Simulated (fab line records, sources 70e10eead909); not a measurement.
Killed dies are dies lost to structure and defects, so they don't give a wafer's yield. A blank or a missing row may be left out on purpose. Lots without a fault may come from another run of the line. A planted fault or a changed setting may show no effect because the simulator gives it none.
Chamber matching | flow nand_harc | NHARC_A_SLIT_DESCUM_14 on rie_diel-06: 4 sister chambers
The step chemistry O2, time 3 s. 16 wafers are shown with their chamber, then 8 later ones without.

WAFERS WITH THEIR CHAMBER
wafer  | chamber | oes_product_au (a.u.) | rf_vpp_V (V) | throttle_valve_pct (%)
L076.4 | 0       | 1.002                 | 58.7         | 11.315
L076.5 | 0       | 0.995                 | 59.3         | 11.313
L076.6 | 3       | 0.999                 | 60.3         | 11.323
L081.2 | 1       | 1.003                 | 57.7         | 11.315
L081.4 | 0       | 0.993                 | 58.1         | 11.301
L081.5 | 3       | 1.002                 | 59.6         | 11.299
L083.2 | 2       | 0.982                 | 57.7         | 11.301
L083.3 | 3       | 0.998                 | 59.0         | 11.309
L083.4 | 1       | 1.008                 | 58.1         | 11.314
L083.1 | 0       | 1.002                 | 58.0         | 11.304
L083.5 | 3       | 0.988                 | 58.3         | 11.300
L083.6 | 2       | 0.983                 | 56.4         | 11.300
L084.4 | 3       | 1.000                 | 58.4         | 11.328
L084.5 | 0       | 1.017                 | 57.8         | 11.316
L084.6 | 1       | 0.998                 | 59.1         | 11.313
L086.1 | 0       | 1.004                 | 58.6         | 11.305

SIGNATURES (means of the wafers above)
reading            | chamber 0 | chamber 1 | chamber 2 | chamber 3 | scatter within a chamber
oes_product_au     | 1.00217   | 1.00300   | 0.98250   | 0.99740   | 0.00664
rf_vpp_V           | 58.417    | 58.300    | 57.050    | 59.120    | 0.722
throttle_valve_pct | 11.30900  | 11.31400  | 11.30050  | 11.31180  | 0.0087
Rule: a wafer's distance from a chamber is the root of the sum, over the readings, of the square of ((its reading less the chamber's mean) divided by the reading's scatter). The wafer belongs to the nearest chamber; if the next one is less than 2 further off, it can't be placed. The scatter: the root of (the sum of the squares of (reading less its chamber's mean) over the shown wafers, divided by (wafers less chambers)).

WAFERS WITHOUT THEIR CHAMBER
wafer  | oes_product_au (a.u.) | rf_vpp_V (V) | throttle_valve_pct (%)
L086.2 | 1.006                 | 58.2         | 11.310
L086.4 | 1.007                 | 58.8         | 11.313
L087.1 | 0.998                 | 59.7         | 11.304
L087.4 | 1.000                 | 56.6         | 11.292
L087.5 | 1.009                 | 57.8         | 11.301
L094.2 | 0.998                 | 58.9         | 11.316
L094.3 | 0.997                 | 57.2         | 11.294
L094.4 | 1.012                 | 57.7         | 11.309

WHICH CHAMBER EACH WENT THROUGH
wafer  | from the rows above               | in truth
L086.2 | can't be placed: 1 or 0 or 3      | 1
L086.4 | can't be placed: 1 or 0 or 3      | 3
L087.1 | can't be placed: 3 or 0 or 1      | 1
L087.4 | can't be placed: 2 or 0 or 1 or 3 | 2
L087.5 | can't be placed: 0 or 1 or 3      | 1
L094.2 | can't be placed: 3 or 1 or 0      | 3
L094.3 | can't be placed: 2 or 0 or 1 or 3 | 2
L094.4 | can't be placed: 1 or 0 or 3      | 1
Placed correctly: 0 of 8. Can't be placed from these rows: 8 (the true chamber is among the candidates in 8). Placed wrongly: 0.
